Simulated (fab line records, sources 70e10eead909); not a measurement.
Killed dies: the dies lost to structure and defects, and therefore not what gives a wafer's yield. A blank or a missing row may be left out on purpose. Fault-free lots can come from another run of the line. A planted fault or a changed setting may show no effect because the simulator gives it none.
Matching of chambers    flow nand-harc    ald-hk-04 running NHARC_A_WL_FILL_ALD_10: 4 sister chambers
The step deposits SiO2, target thk 50 nm, pulse time 10 s, ald cycles 500. 8 wafers are shown with their chamber, then 8 later ones without.

## WAFERS WITH THEIR CHAMBER
wafer   chamber  heater-power-outer-w (W)  heater-power-w (W)
L075.3  1        302                       500
L084.5  1        301                       507
L084.6  0        267                       489
L085.1  0        269                       483
L085.5  2        243                       433
L086.5  3        271                       481
L086.6  2        234                       429
L089.3  3        269                       483

## WAFERS WITHOUT THEIR CHAMBER
wafer   heater-power-outer-w (W)  heater-power-w (W)
L089.4  242                       427
L089.5  275                       464
L092.1  280                       471
L092.2  236                       429
L092.6  293                       516
L096.1  275                       483
L096.2  273                       488
L096.5  279                       487

## THE CHAMBER EACH PASSED THROUGH
wafer   from the rows above      in truth
L089.4  2                        2
L089.5  can't be placed: 3 or 0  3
L092.1  can't be placed: 3 or 0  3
L092.2  2                        2
L092.6  1                        1
L096.1  can't be placed: 3 or 0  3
L096.2  can't be placed: 0 or 3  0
L096.5  can't be placed: 3 or 0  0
Placed correctly: 3 of 8. Cannot be placed on the basis of these rows: 5; the candidates contain the true chamber in 5. 0 placed wrongly.
How it was worked out, from the rows above alone: a wafer's distance from a chamber is the root of the sum, over the readings, of the square of ((its reading less the chamber's mean) divided by the reading's scatter). The wafer belongs to the nearest chamber; if the next one is less than 2 further off, it can't be placed. The mean given for a chamber averages the wafers shown for that chamber. How the scatter is found: for the shown wafers, subtract from each reading the mean of its chamber, square and add these, divide the total by (wafers less chambers), then take the root.
